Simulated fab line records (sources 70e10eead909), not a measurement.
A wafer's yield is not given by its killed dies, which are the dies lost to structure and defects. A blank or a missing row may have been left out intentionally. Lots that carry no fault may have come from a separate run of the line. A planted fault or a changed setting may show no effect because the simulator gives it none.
fab line records    flow nandHarc
record lots=6  wafers=18  lastDay=23
route steps=1159 shown A_STAIRCASE@698 END@1159
lots that met no fault: taken from a fault-free run of the same line
startH: hours from the record's first day to the start of the lot's first wafer shown    waitH: hours elapsed since this lot's preceding step    " repeats the value in the row above    L1.1+2: one row covering several wafers at once    - either no value or no given start    * or withheld: withheld    < > ~ a bound
route shown NAME@n: names a module that has steps shown in the file, with the first one's number in the route    usual: the fault-free wafers' mean and standard deviation    same: alike in all rows    chamber/n: place in a boat    sites: each site's reading    _std_site: the values' standard deviation    _edge_site: mean of outer sites minus mean of inner sites    radiusMm: for every site, how far away it sits from the centre of the wafer    mask NAME#n: copy n    behind: the last tool/chamber to shape the wafer    hold: what put the lot on hold/how long, in hours/how the hold closed    device: which transistor (n, p or np) failed to switch    end of line: tests run on the same wafers once the route is complete    a step with no rows: only its recipe    killed: at the first sort, the dies lost to defects and structure; wafer yield is something else    map: per-die view of a wafer (x killed, . not killed, _ where there is no die)
set.NAME: the run value of the setting; set.NAME@STEP: its run value at that earlier step    model.NAME: the simulator's own value behind a step, which no gauge read
lots seen at some steps along the route; tables by step, rows by wafer
services: when a tool's chamber went out of use (startH, in hours from the record's first day, below 0 if earlier), for how many hours, and the reason
## steps
# step NHARC_A_STAIRCASE_ALD_415
# recipe targetThkA=300  pulseTimeS=6  aldCycles=300  tempC=300  material=SiO2
# step NHARC_A_STAIRCASE_ETCHBACK_416
# recipe targetDepthA=360  timeS=7.2  c4f8FlowSccm=withheld  o2FlowSccm=8  arFlowSccm=withheld  rfW=600  biasW=800  chemistry=C4F8/O2/Ar
# step NHARC_A_STAIRCASE_STRIP_476
# recipe timeS=20  o2FlowSccm=500  arFlowSccm=0  biasW=0  chemistry=O2
# usual drypumpMotorCurrentA=5.5/0.39  oesProductAu=1.002/0.015  rfVppV=57.6/0.85  showerheadPlenumPTorr=3.48/0.12  throttleValvePct=17.037/0.0096
lot.wafer  tool        chamber  startH  waitH  drypumpMotorCurrentA  oesProductAu  rfHoursCounterH  rfVppV  showerheadPlenumPTorr  throttleValvePct
L966.4     rieDiel-02  3        246.26  0.1    5.2                   1.017         35               57.6    3.48                   17.043
L966.2     "           0        "       "      5.8                   1.015         36               56.6    3.41                   17.037
L966.6     "           3        "       "      5.2                   1.019         -                57.8    3.48                   17.033
L969.4     rieDiel-12  0        279.67  0.1    5.6                   0.971         23               57.9    3.61                   17.034
L969.5     "           3        "       "      5.3                   0.999         -                59.5    3.59                   17.036
L969.6     "           0        "       "      5.6                   0.980         -                56.8    3.61                   17.048
L976.1     rieDiel-03  1        326.17  0.1    4.9                   0.996         38               57.7    3.59                   17.054
L976.2     "           3        "       "      6.0                   1.022         41               59.0    3.49                   17.047
L976.6     "           1        "       "      4.9                   0.987         -                58.8    3.59                   17.035
L979.4     rieDiel-03  1        331.85  0.1    4.9                   0.999         40               56.8    3.58                   17.022
L979.2     "           2        "       "      5.2                   1.008         43               58.8    3.62                   17.030
L979.3     "           3        "       "      6.0                   1.018         43               58.7    3.48                   17.047
L981.2     rieDiel-02  3        347.47  0.1    5.2                   1.033         3                57.9    3.46                   17.027
L981.6     "           2        "       "      5.4                   0.995         -                58.1    3.40                   17.042
L981.5     "           3        "       "      5.2                   1.039         -                57.7    3.46                   17.027
L983.1     rieDiel-02  3        378.62  0.1    5.2                   1.028         13               57.2    3.46                   17.062
L983.3     "           0        "       "      5.8                   1.007         13               56.7    3.38                   17.034
L983.6     "           2        "       "      5.3                   0.984         -                57.2    3.40                   17.038
# step NHARC_A_STAIRCASE_DEP_417
# recipe targetThkA=600  stepCoveragePct=20  tempC=400  targetThkNm=60  flowSccm=200  rfW=450  material=Si3N4
# usual heaterPowerW=724/99
lot.wafer  tool      chamber  startH  waitH  heaterPowerW
L966.2     pecvd-04  1        246.58  -      786
L966.4     "         1        "       "      785
L966.6     "         2        "       "      597
L969.5     pecvd-03  1        279.89  -      785
L969.6     "         2        "       "      794
L969.4     "         0        "       "      582
L976.1     pecvd-01  0        326.79  -      719
L976.2     "         1        "       "      897
L976.6     "         0        "       "      716
L979.2     pecvd-01  0        331.94  -      681
L979.3     "         1        "       "      892
L979.4     "         1        "       "      876
L981.2     pecvd-04  0        347.63  -      825
L981.6     "         1        "       "      699
L981.5     "         0        "       "      872
L983.1     pecvd-03  2        378.86  -      739
L983.3     "         1        "       "      810
L983.6     "         0        "       "      522
# step NHARC_A_STAIRCASE_WET_418
# recipe tempC=160  targetDepthA=200  chemistry=H3PO4
# step NHARC_A_STAIRCASE_PRECLEAN_419
# recipe timeS=*  tempC=50  bathAgeMin=0  chemistry=SC1
# step NHARC_A_STAIRCASE_SRD_421
# step NHARC_A_STAIRCASE_ALD_420
# recipe targetThkA=200  pulseTimeS=6  aldCycles=200  tempC=300  material=SiO2
# step NHARC_A_STAIRCASE_CVD_552
# recipe targetThkA=400  tempC=700  pressureMtorr=300  material=SiNx
# step NHARC_A_STAIRCASE_DEP_151
# recipe targetThkA=38000  tempC=400  targetThkNm=3800  teosFlowSccm=200  rfW=500  material=SiO2
# usual heaterPowerW=666/110  mfcPrecursorSccm=200.0/0.6
lot.wafer  tool      chamber  startH  waitH  heaterPowerW  mfcPrecursorSccm
L966.2     pecvd-04  0        258.42  0.6    857           199.0
L966.6     "         2        "       "      514           199.3
L966.4     "         0        "       "      676           199.5
L969.4     pecvd-01  0        294.56  0.9    571           200.5
L969.6     "         1        "       "      705           199.1
L969.5     "         2        "       "      611           199.6
L976.1     pecvd-01  1        339.32  0.4    796           199.6
L976.2     "         0        "       "      619           199.8
L976.6     "         0        "       "      559           199.4
L979.2     pecvd-04  0        345.77  0.5    804           199.9
L979.4     "         0        "       "      693           200.6
L979.3     "         1        "       "      606           198.7
L981.2     pecvd-01  0        361.50  0.5    681           199.7
L981.5     "         2        "       "      633           199.6
L981.6     "         1        "       "      720           199.5
L983.3     pecvd-03  0        392.71  0.4    581           200.3
L983.1     "         1        "       "      866           200.1
L983.6     "         2        "       "      647           199.4
# step NHARC_A_STAIRCASE_ANNEAL_320
# recipe tempC=750  timeS=1800
# step NHARC_A_STAIRCASE_DEP_322
# recipe targetThkA=38000  tempC=400  targetThkNm=3800  teosFlowSccm=200  rfW=500  material=SiO2
# usual heaterPowerW=664/100  mfcPrecursorSccm=200.1/0.63
lot.wafer  tool      chamber  startH  waitH  heaterPowerW  mfcPrecursorSccm
L966.2     pecvd-04  0        266.20  0.2    820           200.3
L966.4     "         2        "       "      507           200.1
L966.6     "         1        "       "      611           200.3
L969.5     pecvd-01  1        304.39  0.7    715           199.5
L969.6     "         2        "       "      603           200.6
L969.4     "         0        "       "      581           199.9
L976.1     pecvd-04  1        346.62  0.3    752           200.1
L976.2     "         0        "       "      750           200.7
L976.6     "         0        "       "      680           200.4
L979.2     pecvd-04  1        354.84  0.2    750           199.6
L979.3     "         0        "       "      688           200.1
L979.4     "         1        "       "      589           200.5
L981.2     pecvd-01  2        368.75  0.3    719           200.4
L981.5     "         0        "       "      572           200.4
L981.6     "         1        "       "      726           202.0
L983.1     pecvd-01  1        400.10  0.4    832           199.1
L983.3     "         2        "       "      751           200.3
L983.6     "         0        "       "      575           199.8
# step NHARC_A_STAIRCASE_ANNEAL_323
# recipe tempC=750  timeS=1800
# step NHARC_A_STAIRCASE_DEP_325
# recipe targetThkA=38000  tempC=400  targetThkNm=3800  teosFlowSccm=200  rfW=500  material=SiO2
# usual heaterPowerW=663/98  mfcPrecursorSccm=200.0/0.59
lot.wafer  tool      chamber  startH  waitH  heaterPowerW  mfcPrecursorSccm
L966.2     pecvd-04  1        273.38  0.3    682           199.9
L966.6     "         2        "       "      508           200.0
L966.4     "         0        "       "      678           199.7
L969.4     pecvd-01  1        311.15  0.4    719           199.8
L969.5     "         2        "       "      621           200.6
L969.6     "         0        "       "      576           200.1
L976.1     pecvd-04  1        357.63  0.1    750           200.3
L976.2     "         0        "       "      682           200.2
L976.6     "         0        "       "      670           200.0
L979.3     pecvd-04  2        361.97  0.2    551           199.6
L979.2     "         1        "       "      699           200.3
L979.4     "         0        "       "      669           200.7
L981.2     pecvd-01  1        375.81  0.3    839           199.8
L981.5     "         2        "       "      619           200.5
L981.6     "         0        "       "      558           199.7
L983.1     pecvd-03  2        406.97  0.1    800           201.1
L983.3     "         0        "       "      560           199.6
L983.6     "         0        "       "      462           200.1
# step NHARC_A_STAIRCASE_ANNEAL_326
# recipe tempC=750  timeS=1800
# step NHARC_A_STAIRCASE_DEHYDRATE_433
# recipe tempC=150  timeS=120
# step NHARC_A_STAIRCASE_HMDS_434
# recipe timeS=30
# step NHARC_A_STAIRCASE_COAT_435
# recipe spinRpm=1200
# step NHARC_A_STAIRCASE_SOFTBAKE_436
# recipe tempC=135  timeS=170
# step NHARC_A_STAIRCASE_EBR_437
# step NHARC_A_STAIRCASE_EXPOSE_438
# recipe na=0.5  doseMj=28.97  maskId=STAIR_REV
# step NHARC_A_STAIRCASE_PEB_439
# recipe pebTempC=115  pebTimeS=130
# step NHARC_A_STAIRCASE_DEVELOP_440
# recipe timeS=140
# step NHARC_A_STAIRCASE_HARDBAKE_442
# recipe tempC=120  timeS=140
# step NHARC_A_STAIRCASE_DESCUM_443
# recipe timeS=3  o2FlowSccm=200  arFlowSccm=0  biasPowerW=0  chemistry=O2
# step NHARC_A_STAIRCASE_ETCH_444
# recipe targetDepthA=1.02e+05  timeS=3400  c4f8FlowSccm=20  o2FlowSccm=10  arFlowSccm=withheld  rfW=600  biasW=1000  chemistry=C4F8/O2
# step NHARC_A_STAIRCASE_STRIP_446
# recipe powerW=1500  tempC=250  chemistry=O2
# step NHARC_A_STAIRCASE_STRIP_447
# recipe timeS=900  tempC=130  chemistry=SPM
# step NHARC_A_STAIRCASE_PRECLEAN_448
# recipe timeS=*  tempC=50  bathAgeMin=0  chemistry=SC1
# step NHARC_A_STAIRCASE_SRD_449
# step NHARC_A_STAIRCASE_CMP_450
# recipe targetThkNm=200  material=SiO2
# step NHARC_A_STAIRCASE_CMP_152
# step NHARC_A_STAIRCASE_SRD_154
# step NHARC_A_STAIRCASE_ETCH_403
# recipe targetDepthA=1082  chemistry=dHF  material=SiO2
# step NHARC_A_STAIRCASE_ETCHBACK_422
# recipe targetDepthA=400  overEtchFrac=0.3  timeS=74.286  ionEnergyEv=120  ch3fFlowSccm=50  o2FlowSccm=30  arFlowSccm=200  rfW=500  biasW=100  chemistry=CH3F/O2
# usual drypumpMotorCurrentA=5.6/0.38  oesProductAu=0.97/0.039  rfVppV=243.9/1.5  showerheadPlenumPTorr=2.42/0.085  throttleValvePct=20.663/0.0093
lot.wafer  tool        chamber  startH  waitH  drypumpMotorCurrentA  oesProductAu  rfHoursCounterH  rfVppV  showerheadPlenumPTorr  throttleValvePct
L966.2     rieDiel-03  3        285.73  0.1    6.1                   0.93          26               244.8   2.43                   20.656
L966.4     "           0        "       "      5.1                   0.93          23               243.0   2.44                   20.657
L966.6     "           0        "       "      5.1                   0.93          -                243.9   2.44                   20.667
L969.4     rieDiel-02  3        323.36  0.2    5.2                   1.01          60               243.5   2.41                   20.666
L969.6     "           1        "       "      6.0                   1.00          -                242.4   2.29                   20.661
L969.5     "           2        "       "      5.4                   1.00          -                241.7   2.37                   20.654
L976.2     rieDiel-12  2        369.45  0.1    6.1                   0.97          56               246.1   2.57                   20.647
L976.1     "           0        "       "      5.6                   0.97          58               244.6   2.51                   20.676
L976.6     "           1        "       "      5.9                   1.00          -                244.2   2.36                   20.646
L979.4     rieDiel-03  0        377.30  0.1    5.1                   1.01          60               245.5   2.43                   20.676
L979.3     "           1        "       "      4.9                   0.99          55               245.7   2.49                   20.668
L979.2     "           3        "       "      6.1                   1.01          61               242.4   2.42                   20.666
L981.2     rieDiel-02  1        388.40  0.1    6.0                   0.91          18               241.2   2.28                   20.666
L981.6     "           1        "       "      6.0                   0.93          -                241.7   2.29                   20.662
L981.5     "           2        "       "      5.3                   0.91          -                242.5   2.36                   20.649
L983.1     rieDiel-12  2        420.21  0.1    6.1                   0.98          14               245.9   2.56                   20.666
L983.3     "           1        "       "      5.9                   1.01          13               242.8   2.35                   20.673
L983.6     "           2        "       "      6.1                   0.98          -                245.0   2.56                   20.676
# step NHARC_A_STAIRCASE_ETCH_423
# recipe targetDepthA=300  chemistry=dHF  material=SiO2
# step NHARC_END_SORT_01
# recipe tempC=25
# usual killedAtArray=28/11  killedAtOther=0.5/0.87  killedAtPeriphery=2.9/2.2  killedDies=32/11  killedOpen=3.2/1.9  killedShort=1.8/1.4
# same grossDies=677
lot.wafer  tool       chamber  startH  waitH  killedAtArray  killedAtOther  killedAtPeriphery  killedDies  killedOpen  killedShort
L976.1     prober-02  0        499.08  2.5    674            1              2                  677         7           2
L976.2     prober-02  0        499.88  2.8    675            0              2                  677         3           3
L976.6     prober-02  0        503.07  4.0    673            0              4                  677         7           3
L979.2     prober-01  0        501.53  2.8    675            0              2                  677         1           0
L979.3     prober-01  0        502.33  3.1    671            1              5                  677         3           3
L979.4     prober-01  0        503.13  3.4    675            0              2                  677         5           3
L983.3     prober-01  0        560.17  3.1    41             0              2                  43          3           0
L983.6     prober-01  0        562.55  4.0    28             0              3                  31          0           0
# killed by level:class
L976.1 A_STAIRCASE:areaDep=652 A_CONTACT:chamberFilmFlake=6 A_CHANNEL_HOLE_D1:chamberFilmFlake=5 P_CONTACT:geometricParticle:short=2 A_SLIT:geometricParticle:open=2 A_STAIRCASE:chamberFilmFlake=2 A_CHANNEL_HOLE_D1:geometricParticle:open=1 A_CHANNEL_FILL_D1:geometricParticle:open=1
L976.2 A_STAIRCASE:areaDep=661 A_WL_FILL:chamberFilmFlake=4 P_GATE:geometricParticle:open=2 A_WL_FILL:geometricParticle:short=2 A_STAIRCASE:chamberFilmFlake=2 A_CONTACT:chamberFilmFlake=2 A_SOURCE_PLATE:geometricParticle:open=1 A_CHANNEL_FILL_D1:geometricParticle:short=1
L979.2 A_STAIRCASE:areaDep=641 A_CHANNEL_HOLE_D1:chamberFilmFlake=13 A_SLIT:chamberFilmFlake=12 A_CONTACT:chamberFilmFlake=6 A_STAIRCASE:chamberFilmFlake=2 A_M0:geometricParticle:open=1 P_GATE:chamberFilmFlake=1 P_M1:chamberFilmFlake=1
L979.3 A_STAIRCASE:areaDep=638 A_CHANNEL_HOLE_D1:chamberFilmFlake=11 A_SLIT:chamberFilmFlake=10 A_CONTACT:chamberFilmFlake=6 P_STI:chamberFilmFlake=3 P_GATE:chamberFilmFlake=2 A_ONON_D1:geometricParticle:open=1 A_ONON_D1:geometricParticle:short=1
L976.6 A_STAIRCASE:areaDep=651 A_CHANNEL_HOLE_D1:chamberFilmFlake=8 A_CONTACT:chamberFilmFlake=3 A_ONON_D1:geometricParticle:short=2 P_ZERO_WELL:chamberFilmFlake=2 A_WL_FILL:chamberFilmFlake=2 P_GATE:geometricParticle:open=1 P_M0:geometricParticle:open=1
L979.4 A_STAIRCASE:areaDep=636 A_CHANNEL_HOLE_D1:chamberFilmFlake=11 A_SLIT:chamberFilmFlake=10 A_CONTACT:chamberFilmFlake=4 A_STAIRCASE:chamberFilmFlake=4 A_SGD_CUT:geometricParticle:short=2 A_BLC:chamberFilmFlake=2 P_CONTACT:geometricParticle:open=1
L983.3 A_SLIT:chamberFilmFlake=21 A_CHANNEL_HOLE_D1:chamberFilmFlake=10 A_CONTACT:chamberFilmFlake=5 A_STAIRCASE:chamberFilmFlake=2 A_WL_FILL:chamberFilmFlake=2 P_CONTACT:geometricParticle:open=1 P_M0:geometricParticle:open=1 A_CHANNEL_FILL_D1:geometricParticle:open=1
L983.6 A_SLIT:chamberFilmFlake=17 A_CHANNEL_HOLE_D1:chamberFilmFlake=6 A_STAIRCASE:chamberFilmFlake=3 P_STI:chamberFilmFlake=2 A_WL_FILL:chamberFilmFlake=2 P_GATE:chamberFilmFlake=1
# map L976.1 (x killed, . not)
____________x____________
_________xxxxxxx_________
_______xxxxxxxxxxx_______
______xxxxxxxxxxxxx______
_____xxxxxxxxxxxxxxx_____
____xxxxxxxxxxxxxxxxx____
____xxxxxxxxxxxxxxxxx____
___xxxxxxxxxxxxxxxxxxx___
___xxxxxxxxxxxxxxxxxxx___
__xxxxxxxxxxxxxxxxxxxxx__
__xxxxxxxxxxxxxxxxxxxxx__
_xxxxxxxxxxxxxxxxxxxxxxx_
_xxxxxxxxxxxxxxxxxxxxxxx_
_xxxxxxxxxxxxxxxxxxxxxxx_
_xxxxxxxxxxxxxxxxxxxxxxx_
_xxxxxxxxxxxxxxxxxxxxxxx_
xxxxxxxxxxxxxxxxxxxxxxxxx
xxxxxxxxxxxxxxxxxxxxxxxxx
xxxxxxxxxxxxxxxxxxxxxxxxx
xxxxxxxxxxxxxxxxxxxxxxxxx
xxxxxxxxxxxxxxxxxxxxxxxxx
_xxxxxxxxxxxxxxxxxxxxxxx_
_xxxxxxxxxxxxxxxxxxxxxxx_
_xxxxxxxxxxxxxxxxxxxxxxx_
_xxxxxxxxxxxxxxxxxxxxxxx_
_xxxxxxxxxxxxxxxxxxxxxxx_
__xxxxxxxxxxxxxxxxxxxxx__
__xxxxxxxxxxxxxxxxxxxxx__
___xxxxxxxxxxxxxxxxxxx___
___xxxxxxxxxxxxxxxxxxx___
____xxxxxxxxxxxxxxxxx____
____xxxxxxxxxxxxxxxxx____
_____xxxxxxxxxxxxxxx_____
______xxxxxxxxxxxxx______
_______xxxxxxxxxxx_______
_________xxxxxxx_________
____________x____________
# map L979.2 (x killed, . not)
____________x____________
_________xxxxxxx_________
_______xxxxxxxxxxx_______
______xxxxxxxxxxxxx______
_____xxxxxxxxxxxxxxx_____
____xxxxxxxxxxxxxxxxx____
____xxxxxxxxxxxxxxxxx____
___xxxxxxxxxxxxxxxxxxx___
___xxxxxxxxxxxxxxxxxxx___
__xxxxxxxxxxxxxxxxxxxxx__
__xxxxxxxxxxxxxxxxxxxxx__
_xxxxxxxxxxxxxxxxxxxxxxx_
_xxxxxxxxxxxxxxxxxxxxxxx_
_xxxxxxxxxxxxxxxxxxxxxxx_
_xxxxxxxxxxxxxxxxxxxxxxx_
_xxxxxxxxxxxxxxxxxxxxxxx_
xxxxxxxxxxxxxxxxxxxxxxxxx
xxxxxxxxxxxxxxxxxxxxxxxxx
xxxxxxxxxxxxxxxxxxxxxxxxx
xxxxxxxxxxxxxxxxxxxxxxxxx
xxxxxxxxxxxxxxxxxxxxxxxxx
_xxxxxxxxxxxxxxxxxxxxxxx_
_xxxxxxxxxxxxxxxxxxxxxxx_
_xxxxxxxxxxxxxxxxxxxxxxx_
_xxxxxxxxxxxxxxxxxxxxxxx_
_xxxxxxxxxxxxxxxxxxxxxxx_
__xxxxxxxxxxxxxxxxxxxxx__
__xxxxxxxxxxxxxxxxxxxxx__
___xxxxxxxxxxxxxxxxxxx___
___xxxxxxxxxxxxxxxxxxx___
____xxxxxxxxxxxxxxxxx____
____xxxxxxxxxxxxxxxxx____
_____xxxxxxxxxxxxxxx_____
______xxxxxxxxxxxxx______
_______xxxxxxxxxxx_______
_________xxxxxxx_________
____________x____________
## services
tool        chamber  startH  hours  kind
pecvd-01    -        237.05  13.0   pm
pecvd-01    0        237.05  13.0   ventCycle
pecvd-01    1        237.05  13.0   ventCycle
pecvd-01    2        237.05  13.0   ventCycle
pecvd-01    0        250.05  -      clean
pecvd-01    1        250.05  -      clean
pecvd-01    2        250.05  -      clean
pecvd-04    -        260.62  1.5    repair
pecvd-01    2        273.73  10.3   repair
rieDiel-02  3        287.61  5.5    repair
pecvd-03    -        292.01  13.0   pm
rieDiel-12  3        319.36  2.0    repair
rieDiel-02  -        327.86  9.0    pm
rieDiel-03  1        332.84  6.5    repair
rieDiel-12  1        337.97  1.2    repair
pecvd-04    2        343.23  18.0   repair
pecvd-01    1        370.55  4.8    repair
pecvd-04    -        376.19  13.0   pm
pecvd-01    2        376.93  6.7    repair
rieDiel-12  -        379.86  9.0    pm
rieDiel-02  0        383.46  2.1    repair
rieDiel-02  -        388.79  0.9    repair
rieDiel-03  -        392.39  9.0    pm
pecvd-01    -        418.05  13.0   pm
## key
firstSign step=NHARC_END_SORT_01  reading=killedAtArray  direction=up  sigmas=59  usual=28  struck=674
effect step=NHARC_END_SORT_01  reading=killedDies  direction=up  sigmas=59  usual=32  struck=677
moreKillsBornAt NHARC_A_STAIRCASE_DEP_322@pecvd-04=3879
metAt NHARC_A_STAIRCASE_DEP_322
struckWafers L976.1,L976.2,L976.6,L979.2,L979.3,L979.4
laterRowsLeftOut L976.1,L976.2,L976.6,L979.2,L979.3,L979.4
testerLeftOut L976,L979
onsetBetween 266.20 346.62
alsoFits NHARC_A_STAIRCASE_STRIP_476:rieDiel-03,NHARC_A_STAIRCASE_DEP_417:pecvd-01,NHARC_A_STAIRCASE_DEP_325:pecvd-04
fault kind=processParameterDrift  tool=pecvd-04  chamber=-  onsetH=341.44  steps=NHARC_A_STAIRCASE_DEP_322  channel=targetThkA  offset=*  shape=step  endH=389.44  actsIn=*  stated=*
# testerLeftOut: of these lots the tester's yield and bins aren't shown, on N5 and GAA mostly nor the transistor test; their killed dies are dies lost to structure and defects alone, not to doping, threshold or leakage, so they don't give the yield
# laterRowsLeftOut: the simulator's readings of these wafers behind a module that went badly wrong aren't trusted and aren't shown, but for the sort
